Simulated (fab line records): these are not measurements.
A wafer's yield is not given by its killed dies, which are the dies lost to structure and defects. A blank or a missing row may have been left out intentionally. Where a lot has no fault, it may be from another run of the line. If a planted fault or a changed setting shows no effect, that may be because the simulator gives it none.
fab line records	flow n5Finfet
record: lots: 14	wafers: 38	lastDay: 17
route steps=1938 shown BEOL_M5@1127
lots that met no fault: from a run of the same line without faults
startH: the number of hours between the record's first day and the start of the first shown wafer of the lot	waitH: how many hours have passed since the lot's step before this one	" as in the row above	L1.1+2: a row that stands for several wafers	- either no value or no given start	* or withheld: withheld	< > ~ a bound
route shown NAME@n: NAME is a module with steps in the file, n the number in the route of the first one	usual: the fault-free wafers' mean and standard deviation	same: alike in all rows	chamber/n: place in a boat	sites: readings site by site	_std_site: how widely they spread, as a standard deviation	_edge_site: mean of outer sites minus mean of inner sites	radiusMm: for every site, how far away it sits from the centre of the wafer	mask NAME#n: copy n	behind: the most recent tool/chamber to have shaped the wafer	hold: the reason the lot was held/the length of the hold in hours/how it ended	device: whichever transistor did not switch (one of n, p or np)	end of line: the route-end tests of the same wafers	where a step has no rows: the recipe by itself	killed: dies lost to structure and defects at the first sort, not the wafer's yield	map: per-die view of a wafer (x killed, . not killed, _ where there is no die)
set.NAME: the setting the step ran with; set.NAME@STEP: the setting that earlier step ran with	model.NAME: the simulator's own value behind a step, which no gauge read
one table for each step of the route and one row for each wafer, over a sample of lots
services: from which hour (startH, from the record's first day; less than 0 if before it) a tool's chamber was out of use, for how many hours, and why
== steps ==
step: N5_BEOL_M5_OVL_MEAS_12
recipe: pointsPerWafer: 522
usual: M5_OVL: 0.2/0.82
lot.wafer	tool	chamber	startH	waitH	M5_OVL[nm]
L923.2	overlay-01	0	159.51	0.0	1.5
L923.3	"	0	"	"	0.2
L925.2	overlay-02	0	165.17	0.0	0.3
L925.6	"	0	"	"	0.2
L929.1	overlay-01	0	196.08	0.0	-0.2
L929.4	"	0	"	"	0.6
L929.5	"	0	"	"	-0.5
L930.2	overlay-01	0	206.79	0.0	-0.3
L930.4	"	0	"	"	1.8
L930.6	"	0	"	"	0.9
L932.4	overlay-01	0	209.37	0.0	0.7
L932.5	"	0	"	"	-0.7
L932.6	"	0	"	"	0.4
L931.2	overlay-01	0	212.39	0.0	0.2
L931.4	"	0	"	"	0.1
L934.2	overlay-01	0	225.04	0.0	-0.4
L934.3	"	0	"	"	-0.5
L934.6	"	0	"	"	-0.4
L940.1	overlay-02	0	258.38	0.0	1.9
L940.3	"	0	"	"	1.8
L940.4	"	0	"	"	0.7
L941.2	overlay-01	0	264.48	0.0	-0.3
L941.4	"	0	"	"	-0.5
L941.6	"	0	"	"	-0.8
L942.1	overlay-01	0	271.86	0.0	-1.0
L942.5	"	0	"	"	-1.4
L942.6	"	0	"	"	0.2
L943.2	overlay-01	0	275.64	0.0	1.5
L943.3	"	0	"	"	0.6
L943.5	"	0	"	"	0.8
L944.2	overlay-02	0	283.80	0.0	1.9
L944.4	"	0	"	"	1.1
L945.2	overlay-02	0	298.44	0.0	-0.2
L945.3	"	0	"	"	0.5
L945.4	"	0	"	"	-0.3
L946.2	overlay-02	0	312.74	0.0	-0.7
L946.3	"	0	"	"	1.0
L946.6	"	0	"	"	0.9
step: N5_BEOL_M5_INSPECT_13
recipe: mode: adi	inspectInstrument: brightfield
usual: rawDefectCount: 409/94
lot.wafer	tool	chamber	startH	waitH	rawDefectCount
L923.2	defectInspect-01	-	159.57	0.0	325
L923.3	"	-	"	"	402
L925.2	defectInspect-01	-	165.22	0.0	533
L925.6	"	-	"	"	422
L929.1	defectInspect-02	-	196.14	0.1	353
L929.4	"	-	"	"	343
L929.5	"	-	"	"	241
L930.2	defectInspect-01	-	206.84	0.0	333
L930.4	"	-	"	"	361
L930.6	"	-	"	"	387
L932.4	defectInspect-02	-	209.41	0.0	758
L932.5	"	-	"	"	389
L932.6	"	-	"	"	356
L931.2	defectInspect-01	-	212.45	0.0	507
L931.4	"	-	"	"	396
L934.2	defectInspect-01	-	225.09	0.0	329
L934.3	"	-	"	"	374
L934.6	"	-	"	"	317
L940.1	defectInspect-01	-	258.43	0.1	378
L940.3	"	-	"	"	273
L940.4	"	-	"	"	363
L941.2	defectInspect-01	-	264.54	0.0	360
L941.4	"	-	"	"	367
L941.6	"	-	"	"	387
L942.1	defectInspect-02	-	271.92	0.1	424
L942.5	"	-	"	"	478
L942.6	"	-	"	"	345
L943.2	defectInspect-01	-	275.69	0.0	357
L943.3	"	-	"	"	585
L943.5	"	-	"	"	445
L944.2	defectInspect-01	-	283.85	0.0	262
L944.4	"	-	"	"	262
L945.2	defectInspect-02	-	298.49	0.0	358
L945.3	"	-	"	"	468
L945.4	"	-	"	"	486
L946.2	defectInspect-01	-	312.79	0.0	268
L946.3	"	-	"	"	352
L946.6	"	-	"	"	302
step: N5_BEOL_M5_DEVELOP_27
recipe: developTimeS: 30	developer: TMAH	resist: CAR-EUV	rinseLiquid: surfactantRinse	dry: airSpin	devTempC: 23
usual: chillPlateTempC: 23.01/0.12	developTimeS: 30/0
lot.wafer	tool	chamber	startH	waitH	chillPlateTempC	developTimeS
L923.2	lithoTrack-03	0	161.64	-	23.12	30
L923.3	"	0	"	"	22.97	30
L925.2	lithoTrack-02	0	167.49	-	23.19	30
L925.6	"	0	"	"	23.14	30
L929.1	lithoTrack-03	0	199.20	-	23.10	30
L929.4	"	0	"	"	23.00	30
L929.5	"	0	"	"	23.05	30
L930.2	lithoTrack-02	-	207.63	-	-	-
L930.4	"	-	"	"	-	-
L930.6	"	-	"	"	-	-
L932.4	lithoTrack-03	-	210.79	-	-	-
L932.5	"	-	"	"	-	-
L932.6	"	-	"	"	-	-
L931.2	lithoTrack-03	0	213.25	-	23.00	30
L931.4	"	0	"	"	22.88	30
L934.2	lithoTrack-02	0	225.81	-	23.02	30
L934.3	"	0	"	"	23.00	30
L934.6	"	0	"	"	22.95	30
L940.1	lithoTrack-04	0	259.28	-	23.16	30
L940.3	"	0	"	"	23.25	30
L940.4	"	0	"	"	23.09	30
L941.2	lithoTrack-03	0	265.25	-	23.16	30
L941.4	"	0	"	"	23.14	30
L941.6	"	0	"	"	23.26	30
L942.1	lithoTrack-02	0	272.81	-	23.01	30
L942.5	"	0	"	"	22.92	30
L942.6	"	0	"	"	22.98	30
L943.2	lithoTrack-04	0	276.63	-	22.95	30
L943.3	"	0	"	"	22.93	30
L943.5	"	0	"	"	23.11	30
L944.2	lithoTrack-02	0	284.95	-	22.92	30
L944.4	"	0	"	"	22.95	30
L945.2	lithoTrack-02	0	299.42	-	23.12	30
L945.3	"	0	"	"	23.04	30
L945.4	"	0	"	"	23.07	30
L946.2	lithoTrack-02	0	313.64	-	22.85	30
L946.3	"	0	"	"	22.99	30
L946.6	"	0	"	"	22.98	30
step: N5_BEOL_M5_STRIP_36
recipe: chemistry: N2/H2	powerW: 450	tempC: 40	pressureMtorr: 20	rfFrequencyHz: 6e+07	overashFraction: 0.3	biasPowerW: 7	h2Frac: 0.5	n2FlowSccm: 200	h2FlowSccm: 200
usual: drypumpMotorCurrentA: 5.7/0.53	n2FlowSccm: 200.0/0.59	oesProductAu: 0.79/0.081	rfVppV: 59.1/1.5	showerheadPlenumPTorr: 2.53/0.11	throttleValvePct: 23.6/0.37
lot.wafer	tool	chamber	startH	waitH	drypumpMotorCurrentA	n2FlowSccm	oesProductAu	rfHoursCounterH	rfVppV	showerheadPlenumPTorr	throttleValvePct
L923.2	rieDiel-01	0	162.33	0.0	4.9	200.9	0.86	54	61.1	2.59	24.1
L923.3	"	2	"	"	5.0	199.3	0.69	228	58.6	2.51	24.3
L925.2	rieDiel-03	2	168.13	0.0	5.1	200.8	0.76	154	60.2	2.42	23.0
L925.6	"	1	"	"	6.1	199.4	0.91	-	60.3	2.51	23.9
L929.1	rieDiel-05	2	199.61	0.0	6.8	199.9	0.81	108	58.1	2.67	23.3
L929.4	"	3	"	"	5.7	200.1	0.70	216	60.2	2.60	23.0
L929.5	"	0	"	"	5.6	200.2	0.77	-	58.8	2.34	23.6
L930.2	rieDiel-05	2	208.04	0.0	6.8	199.7	0.81	110	60.6	2.67	23.3
L930.4	"	0	"	"	5.6	200.5	0.77	127	57.7	2.34	23.7
L930.6	"	3	"	"	5.8	200.3	0.69	-	59.0	2.60	23.0
L932.4	rieDiel-01	3	211.26	0.0	5.3	199.8	0.69	217	58.7	2.43	23.7
L932.5	"	3	"	"	5.4	199.1	0.69	-	59.9	2.43	23.7
L932.6	"	0	"	"	4.9	200.5	0.86	-	59.5	2.59	24.1
L931.2	rieDiel-05	0	213.77	0.0	5.6	199.5	0.77	129	57.4	2.34	23.6
L931.4	"	3	"	"	5.8	200.8	0.71	220	57.8	2.60	23.0
L934.2	rieDiel-05	3	226.21	0.0	5.7	200.8	0.68	223	60.6	2.60	23.0
L934.3	"	1	"	"	6.1	201.0	0.81	73	59.8	2.69	23.4
L934.6	"	0	"	"	5.6	200.8	0.75	-	58.0	2.34	23.7
L940.1	rieDiel-01	0	259.69	0.0	4.9	200.4	0.83	86	58.9	2.58	24.1
L940.3	"	3	"	"	5.3	200.8	0.67	228	56.6	2.42	23.8
L940.4	"	1	"	"	5.8	200.2	0.82	67	60.1	2.57	23.5
L941.2	rieDiel-03	3	265.66	0.0	5.4	199.7	0.97	1	57.9	2.60	23.4
L941.4	"	0	"	"	5.9	200.3	0.72	189	62.2	2.53	24.1
L941.6	"	1	"	"	6.1	200.2	0.86	-	59.6	2.49	23.9
L942.1	rieDiel-03	2	273.22	0.0	5.1	200.6	0.74	188	56.4	2.40	23.1
L942.5	"	0	"	"	5.9	199.6	0.70	-	57.7	2.53	24.1
L942.6	"	3	"	"	5.4	200.0	0.98	-	59.5	2.60	23.4
L943.2	rieDiel-01	3	277.60	0.0	5.3	199.3	0.67	234	57.1	2.42	23.8
L943.3	"	1	"	"	5.8	200.7	0.82	73	57.9	2.57	23.5
L943.5	"	2	"	"	5.0	199.7	0.97	-	60.3	2.49	24.0
L944.2	rieDiel-05	3	285.42	0.0	5.8	200.0	0.68	243	60.9	2.59	23.0
L944.4	"	1	"	"	6.1	198.8	0.80	90	60.0	2.68	23.4
L945.2	rieDiel-01	1	299.83	0.0	5.8	199.4	0.80	81	58.5	2.56	23.6
L945.3	"	2	"	"	5.0	200.1	0.92	17	58.7	2.49	24.0
L945.4	"	3	"	"	5.3	200.8	0.66	241	58.5	2.42	23.8
L946.2	rieDiel-03	3	314.05	0.0	5.4	199.7	0.93	16	58.1	2.59	23.4
L946.3	"	0	"	"	5.9	200.0	0.70	204	58.3	2.53	24.1
L946.6	"	1	"	"	6.1	199.2	0.84	-	60.7	2.48	23.9
== services ==
tool	chamber	startH	hours	kind
rieDiel-01	1	140.00	12.9	repair
rieDiel-05	-	159.79	0.5	repair
lithoTrack-02	-	167.19	-	consumableReplace:filter
rieDiel-03	0	181.89	7.9	repair
rieDiel-01	3	211.88	14.8	repair
rieDiel-01	2	230.42	-	clean
rieDiel-01	2	230.42	-	consumableReplace:focusRing
rieDiel-01	2	230.42	13.2	scheduledDown
rieDiel-01	2	230.42	13.2	ventCycle
rieDiel-03	3	232.01	2.0	repair
rieDiel-03	3	245.09	-	clean
rieDiel-03	3	245.09	-	consumableReplace:focusRing
rieDiel-03	3	245.09	17.9	scheduledDown
rieDiel-03	3	245.09	17.9	ventCycle
rieDiel-03	3	266.40	4.3	repair
rieDiel-05	3	288.80	4.2	repair
rieDiel-03	0	289.36	5.6	repair
rieDiel-05	3	307.51	-	clean
rieDiel-05	3	307.51	-	consumableReplace:focusRing
rieDiel-05	3	307.51	17.0	scheduledDown
rieDiel-05	3	307.51	17.0	ventCycle
== key ==
firstSign: step: N5_BEOL_M5_DEVELOP_27	reading: toolRecord	direction: missing
effect none on later readings
metAt N5_BEOL_M5_DEVELOP_27
struckLots L930,L932
laterRowsLeftOut L930.2,L930.4,L930.6,L932.4,L932.5,L932.6
sortLeftOut L930.2,L930.4,L930.6,L932.4,L932.5,L932.6
notActingAt N5_BEOL_M5_OVL_MEAS_12,N5_BEOL_M5_INSPECT_13,N5_BEOL_M5_STRIP_36
onsetBetween 199.20 207.63
fault: kind: skippedStepWhole	tool: lithoTrack-02,lithoTrack-03	chamber: -	onsetH: 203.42	steps: N5_BEOL_M5_DEVELOP_27	scope: struckLotsOnly
sortLeftOut: the simulated sort isn't trusted on such a fault, so these wafers' sort isn't shown, and their yield isn't known
laterRowsLeftOut: the simulator's readings of these wafers behind a module that went badly wrong aren't trusted and aren't shown, but for the sort
